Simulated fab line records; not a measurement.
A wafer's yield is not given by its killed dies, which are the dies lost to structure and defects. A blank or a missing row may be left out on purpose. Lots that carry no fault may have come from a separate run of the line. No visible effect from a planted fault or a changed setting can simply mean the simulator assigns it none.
Which tool is to blame? -- flow nand harc -- 36 wafers from 12 lots sampled at 5 of the route's 1159 steps

WHAT THE GAUGES READ, wafer by wafer
NHARC_P_M1_INSPECT_27. Usual: raw defect count reads 303 (standard deviation 120).
lot,measured,on,raw defect count,flag
L835,day 6 05:11,defect inspect-01,506 576 376,
L839,day 7 08:02,defect inspect-02,369 364 239,
L840,day 7 12:35,defect inspect-02,269 262 641,
L841,day 7 13:32,defect inspect-01,211 167 307,
L842,day 7 22:13,defect inspect-01,473 288 312,
L843,day 8 03:01,defect inspect-02,283 256 199,
L844,day 8 08:44,defect inspect-01,435 258 242,
L849,day 9 11:39,defect inspect-01,168 303 239,
L846,day 9 12:53,defect inspect-01,224 253 292,
L848,day 10 03:52,defect inspect-02,165 211 152,
L852,day 10 07:11,defect inspect-01,345 218 418,
L858,day 12 05:19,defect inspect-02,163 180 541,

NHARC_END_SORT_01. Usual: defect limited yield 95.3 %, standard deviation 1.7; killed at array 28, standard deviation 11; killed at other 0.5, standard deviation 0.85; killed at periphery 2.7, standard deviation 1.9; killed dies 32, standard deviation 12; killed open 3.3, standard deviation 1.6; killed short 2.1, standard deviation 1.5; sort_bin_2_pct 1.5 %, standard deviation 0.71; sort_bin_3_pct 0.25 %, standard deviation 0.23; sort_bin_4_pct 3.0 %, standard deviation 1.1; sort n pass 645, standard deviation 12; sort rim yield pct 95 %, standard deviation 3.1; sort yield pct 95.3 %, standard deviation 1.7.
lot,measured,on,defect limited yield (%),killed at array,killed at other,killed at periphery,killed dies,killed open,killed short,sort_bin_2_pct (%),sort_bin_3_pct (%),sort_bin_4_pct (%),sort n pass,sort rim yield pct (%),sort yield pct (%),flag
L835,day 20 01:11,prober-02,96.6 98.1 97.0,21 11 19,0 0 0,2 2 1,23 13 20,3 3 2,1 3 1,1.0 0.9 0.6,0 0 0.15,2.4 1.0 2.2,654 664 657,97 98 94,96.6 98.1 97.0,
L839,day 21 09:08,prober-01,96.0 95.9 97.0,22 24 15,0 0 0,5 4 5,27 28 20,4 1 2,3 1 1,1.8 1.5 0.6,0.30 0.15 0.30,1.9 2.5 2.1,650 649 657,97 100 93,96.0 95.9 97.0,
L840,day 20 16:41,prober-01,98.8 98.7 97.9,8 6 12,0 0 0,0 3 2,8 9 14,2 3 2,2 0 1,0.1 0.3 0.9,0 0 0,1.0 1.0 1.2,669 668 663,99 100 98,98.8 98.7 97.9,
L841,day 20 18:32,prober-02,96.5 95.7 95.3,24 25 30,0 0 0,0 4 2,24 29 32,1 4 4,0 2 2,1.2 1.5 2.4,0.15 0.44 0,2.2 2.4 2.4,653 648 645,94 95 96,96.5 95.7 95.3,
L842,day 21 03:10,prober-02,96.6 95.9 95.3,21 27 28,1 1 0,1 0 4,23 28 32,6 3 2,0 3 1,1.5 1.3 1.3,0 0.15 0.30,1.9 2.7 3.1,654 649 645,94 93 92,96.6 95.9 95.3,
L843,day 21 18:26,prober-01,94.5 94.4 95.9,35 35 26,1 0 2,1 3 0,37 38 28,0 4 2,3 2 0,1.5 0.9 1.2,0.44 0.59 0.15,3.5 4.1 2.8,640 639 649,93 90 95,94.5 94.4 95.9,
L844,day 21 13:15,prober-02,95.0 97.3 95.9,28 16 24,1 0 0,5 2 4,34 18 28,4 3 2,4 2 3,1.3 0.7 0.9,0.30 0.15 0.44,3.4 1.8 2.8,643 659 649,94 95 98,95.0 97.3 95.9,
L849,day 22 11:19,prober-02,92.9 92.8 92.6,44 45 48,0 1 0,4 3 2,48 49 50,5 5 2,1 4 3,2.8 2.5 1.8,0.15 0.15 0.89,4.1 4.6 4.7,629 628 627,87 92 88,92.9 92.8 92.6,
L846,day 22 16:40,prober-02,93.6 96.6 94.5,37 20 28,1 2 4,5 1 5,43 23 37,4 1 2,1 1 3,1.3 1.0 1.5,0.15 0.15 0.15,4.9 2.2 3.8,634 654 640,93 93 95,93.6 96.6 94.5,
L848,day 23 20:25,prober-01,91.9 93.5 94.8,51 42 32,0 0 1,4 2 2,55 44 35,6 4 2,2 1 4,2.5 2.4 2.2,0.30 0.30 0.30,5.3 3.8 2.7,622 633 642,96 92 92,91.9 93.5 94.8,
L852,day 24 04:55,prober-02,94.8 95.3 94.1,31 31 37,1 0 0,3 1 3,35 32 40,2 4 4,0 3 2,1.5 1.6 1.5,0.15 0.15 0.59,3.5 3.0 3.8,642 645 637,95 99 99,94.8 95.3 94.1,
L858,day 25 11:16,prober-01,95.0 95.9 94.5,29 27 31,0 0 0,5 1 6,34 28 37,4 4 5,1 2 2,1.9 1.5 1.3,0 0.15 0.44,3.1 2.5 3.7,643 649 640,99 96 96,95.0 95.9 94.5,

WHAT TOOL EACH LOT RAN ON (gives the tool, then ch and the chambers of the sampled wafers, and finally the start)
lot,NHARC_P_M2_ETCH_28,NHARC_P_M2_PVD_20,NHARC_P_M2_CMP_23
L835,"rie diel-13 ch 0,2,3, day 6 07:18","pvd sputter-02, day 6 08:49 or earlier","cmp-03 ch 0,1,2, day 6 08:49"
L839,"rie diel-13 ch 0,1,3, day 7 10:41","pvd sputter-02, day 7 12:14 or earlier","cmp-04 ch 1,2,3, day 7 12:14"
L840,"rie diel-13 ch 0,1,2, day 7 15:05","pvd sputter-02, day 7 16:34 or earlier","cmp-02 ch 0,1,3, day 7 16:34"
L841,"rie diel-13 ch 2,3, day 7 15:44","pvd sputter-02, day 7 17:13 or earlier","cmp-04 ch 2,3, day 7 17:13"
L842,"rie diel-13 ch 0,1,2, day 8 00:22","pvd sputter-01, day 8 01:53 or earlier","cmp-04 ch 1,2,3, day 8 01:53"
L843,"rie diel-13 ch 0,1,3, day 8 05:13","pvd sputter-02, day 8 06:44 or earlier","cmp-02 ch 0,1,2, day 8 06:44"
L844,"rie diel-09 ch 0,3, day 8 11:05","pvd sputter-01, day 8 12:37 or earlier","cmp-03 ch 0,1,2, day 8 12:37"
L849,"rie diel-09 ch 0,3, day 9 14:01","pvd sputter-02, day 9 15:35 or earlier","cmp-04 ch 0,2,3, day 9 15:35"
L846,"rie diel-13 ch 0,1,3, day 9 15:23","pvd sputter-03, day 9 16:53 or earlier","cmp-03 ch 1,2,3, day 9 16:53"
L848,"rie diel-13 ch 0,1,3, day 10 06:04","pvd sputter-03, day 10 07:35 or earlier","cmp-02 ch 0,2,3, day 10 07:35"
L852,"rie diel-13 ch 0,1, day 10 09:38","pvd sputter-02, day 10 11:11 or earlier","cmp-04 ch 0,1,3, day 10 11:11"
L858,"rie diel-09 ch 0,1,2, day 12 07:31","pvd sputter-01, day 12 09:11 or earlier","cmp-02 ch 1,2,3, day 12 09:11"
- NHARC_P_M2_ETCH_28: etches the open film in CF4/N2, target depth 30 nm, time 72.99 s.
- NHARC_P_M2_PVD_20: deposits TaN, target thk 5 nm, time 8.06 s.
- NHARC_P_M2_CMP_23: polishes, t overpolish 20 s, target thk 144.3 nm.

WHAT THE TOOLS THEMSELVES READ (means of the sampled wafers that have a number; where no wafer has one, the mark that the record gives instead)
NHARC_P_M2_ETCH_28. Usual: drypump motor current A 5.64 A, standard deviation 0.27; mfc ar sccm 150.0 sccm, standard deviation 0.45; oes product au 1.000 a.u., standard deviation 0.0093; rf vpp V 313.6 V, standard deviation 1.6; showerhead plenum p Torr 2.59 Torr, standard deviation 0.074; throttle valve pct 19.793 %, standard deviation 0.0091.
lot,tool,drypump motor current A (A),mfc ar sccm (sccm),oes product au (a.u.),rf vpp V (V),showerhead plenum p Torr (Torr),throttle valve pct (%),flag
L835,rie diel-13,5.69,150.1,1.001,315.0,2.64,19.788,
L839,rie diel-13,5.51,150.1,1.009,314.1,2.61,19.796,
L840,rie diel-13,5.48,150.1,1.010,313.1,2.58,19.789,
L841,rie diel-13,5.75,150.5,1.008,314.3,2.65,19.795,
L842,rie diel-13,5.48,150.2,1.010,312.9,2.58,19.791,
L843,rie diel-13,5.51,149.5,1.001,314.5,2.61,19.795,
L844,rie diel-09,5.99,150.0,1.000,314.5,2.62,19.789,
L849,rie diel-09,6.00,149.8,0.993,314.2,2.62,19.799,
L846,rie diel-13,5.51,149.9,1.004,314.0,2.61,19.800,
L848,rie diel-13,5.53,150.1,0.954,314.5,2.61,19.791,OFF
L852,rie diel-13,5.47,149.8,0.907,313.9,2.60,19.797,OFF
L858,rie diel-09,5.75,149.9,0.993,310.6,2.48,19.793,

NHARC_P_M2_PVD_20. Usual: throttle valve pct reads 29.9 % (standard deviation 0.78).
lot,tool,throttle valve pct (%),flag
L835,pvd sputter-02,29.4,
L839,pvd sputter-02,29.5,
L840,pvd sputter-02,29.2,
L841,pvd sputter-02,29.7,
L842,pvd sputter-01,29.9,
L843,pvd sputter-02,29.5,
L844,pvd sputter-01,30.1,
L849,pvd sputter-02,29.5,
L846,pvd sputter-03,30.0,
L848,pvd sputter-03,30.2,
L852,pvd sputter-02,29.8,
L858,pvd sputter-01,30.0,

NHARC_P_M2_CMP_23. Usual: motor current A 11.9 A, standard deviation 0.9; time to endpoint s 29.2 s, standard deviation 2.7.
lot,tool,motor current A (A),time to endpoint s (s),flag
L835,cmp-03,12.1,29.4,
L839,cmp-04,11.6,26.5,
L840,cmp-02,12.1,30.3,
L841,cmp-04,11.7,26.4,
L842,cmp-04,11.9,25.5,
L843,cmp-02,11.7,31.5,
L844,cmp-03,12.5,25.7,
L849,cmp-04,12.4,24.9,
L846,cmp-03,12.5,30.3,
L848,cmp-02,11.6,29.2,
L852,cmp-04,11.6,28.9,
L858,cmp-02,12.7,31.6,

THE ANSWER, worked out from the rows above alone
Rule: take the mean of a lot's wafers that have a number; if it is more than 3 standard deviations from the usual mean, the lot is off. A lot without any number at a reading at which 4 lots or more have one is off too. Any other lot the step has rows for is counted as sound. Order of review: gauges by route order, followed by the tools' own readings, for which a lot's mean as printed above is used. The first step at which some lot is off is used, and at that step the reading that is off furthest; a lot without a number counts as furthest.
Off: L848, L852, at NHARC_P_M2_ETCH_28 (oes product au).
A tool fits if, at that step or a process step before it, it ran every lot that is off, and no sound lot after the first of them. One fits: NHARC_P_M2_ETCH_28 on rie diel-13. Its last sound lot is L846 (day 9 15:23), its first lot that is off L848 (day 10 06:04): a fault that began between those two fits.
The tool's own readings at NHARC_P_M2_ETCH_28 bear it out: on the lots that are off they differ by more than 5 times the standard deviation of the sound lots' means. oes product au reads 0.930 a.u. there against 1.003 a.u. on the sound lots.

WHAT WAS PUT IN BY THE SIMULATOR
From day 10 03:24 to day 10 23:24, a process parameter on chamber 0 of rie diel-13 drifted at NHARC_P_M2_ETCH_28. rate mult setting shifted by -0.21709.
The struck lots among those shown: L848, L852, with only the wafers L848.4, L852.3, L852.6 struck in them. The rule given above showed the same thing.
